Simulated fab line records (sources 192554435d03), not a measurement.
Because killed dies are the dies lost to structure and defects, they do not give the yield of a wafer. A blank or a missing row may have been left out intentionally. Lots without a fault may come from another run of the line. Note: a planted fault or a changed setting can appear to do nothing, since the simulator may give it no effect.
A struck lot beside a sound one || flow n5_finfet || 25 out of 1938 route steps
Sound: wafers L909.1, L909.5, L909.6. Struck: wafer L905.2 (left out: L905.5, a lot-mate that was not struck); the cause follows at the end.
Each step with rows lists, per side, the tool, then ch with its chambers, then its first start. Under that, the readings that differ: sound wafers || struck wafers || difference of the means || sigmas: that difference in standard deviations of wafers without a fault.
alike: readings whose means differ by less than 2 such deviations, and words and numbers that are the same on both sides. not compared: withheld readings, readings that some wafer has no value for, bounds like >300 that may hide the same value, and numbers for which the record gives no deviation and whose values overlap.
Wherever a step has rows on one side only, a row that says differs or no value, or a row with sigmas, the two part there. Numbers that have no deviation but don't overlap get no sigmas and don't part them. A reading that every wafer of one side lacks parts them only if that side has two wafers or more.

first, 10 steps without rows for these wafers: N5_DUMMY_GATE_SRD_26 (time 30 s); N5_DUMMY_GATE_UV_OZONE_45 (time 120 s); N5_SPACER0_ALD_07 (deposits SiNx, target thk 2 nm); N5_SPACER0_ALD_00 (deposits SiOCN, target thk 3.5 nm, pulse time 3 s, purge time 2 s); N5_SPACER0_ALD_08 (deposits SiNx, target thk 2 nm); N5_SD_EPI_N_COAT_32 (time 60 s, resist thk 350 nm); N5_SD_EPI_N_COAT_33 (time 60 s, resist thk 35 nm); N5_SD_EPI_N_COAT_03 (resist thk 150 nm); N5_SD_EPI_N_EBR_05; N5_SD_EPI_N_SOFTBAKE_04 (time 60 s).
N5_SD_EPI_N_EXPOSE_06: exposes mask SD N BLK, target cd 120 nm.
  sound on arfi_scanner-02 ch 0, day 8 06:03; struck on arfi_scanner-03 ch 0, day 7 09:05
  alike: mask
then, 2 steps without rows for these wafers: N5_SD_EPI_N_PEB_07 (peb time 60 s); N5_SD_EPI_N_DEVELOP_08 (develop time 30 s).
N5_SD_EPI_N_CD_MEAS_09: the cd target is 120 nm.
  sound on cd_sem-03 ch 0, day 8 06:11; struck on cd_sem-02 ch 0, day 7 09:13
{"reading": "cd_nm (nm)", "sound": "119.1 118.6 119.3", "struck": 109.8, "difference": -9.2, "sigmas": -13}
N5_SD_EPI_N_DESCUM_14: chemistry O2, time 7.9 s.
  sound on rie_diel-06 ch 0,3, day 8 06:37; struck on rie_diel-02 ch 2, day 7 09:17
{"reading": "model.SD_EPI_N.cd_nm (nm)", "sound": "119.4 118.4 119.2", "struck": 109.8, "difference": -9.2, "sigmas": ""}
  alike: bias_power_w, drypump_motor_current_A, oes_product_au, rf_vpp_V, showerhead_plenum_p_Torr, temp_c, throttle_valve_pct
  not compared: rf_hours_counter_h
then, 7 steps without rows for these wafers: N5_SD_EPI_N_ETCH_34 (etches SiARC in CF4, target depth 45.5 nm, time 75.8 s); N5_SD_EPI_N_ETCH_35 (etches SOC in N2/H2, overetch 108 nm, time 486 s); N5_SD_EPI_N_STRIP_36 (strips in N2/H2); N5_SD_EPI_N_ETCHBACK_44 (etches SiNx in CH3F/O2, stops on SiO2, target depth 14.5 nm); N5_SD_EPI_N_ETCH_45 (etches SiOCN in CH3F/O2, target depth 6 nm); N5_SD_EPI_N_ETCH_16 (etches SiO2 in CHF3/O2, target depth 5 nm); N5_SD_EPI_N_STRIP_47 (strips in CHF3/O2).
N5_SD_EPI_N_SD_RECESS_17: chemistry HBr/Cl2/O2, target depth 41 nm, time 23.7 s, bt time 3 s.
  sound on rie_si-02 ch 0,2,3, day 8 07:18; struck on rie_si-02 ch 0, day 7 09:59
{"reading": "model.SD_EPI_N.cd_nm (nm)", "sound": "119.2 117.4 119.6", "struck": 110, "difference": -9, "sigmas": ""}
  alike: drypump_motor_current_A, mfc_cl2_sccm, oes_product_au, throttle_valve_pct
  not compared: rf_hours_counter_h
then, 1 step without rows for these wafers: N5_SD_EPI_N_STRIP_38 (strips in N2/H2).
-- the record jumps here: 9 days lie between the struck wafers' starts before and after (it left off in module SD_EPI_N and takes up again in module PASSIVATION, whose first step shown is number 1936 of the route) --
N5_PASSIVATION_PROBE_49:
  the record has rows for the struck wafers here (prober-02, day 16 20:55) and none for the sound ones

WHERE THEY PART
Earliest at N5_SD_EPI_N_CD_MEAS_09; latest, in this record, at N5_PASSIVATION_PROBE_49.

WHY: what had been put in by the simulator
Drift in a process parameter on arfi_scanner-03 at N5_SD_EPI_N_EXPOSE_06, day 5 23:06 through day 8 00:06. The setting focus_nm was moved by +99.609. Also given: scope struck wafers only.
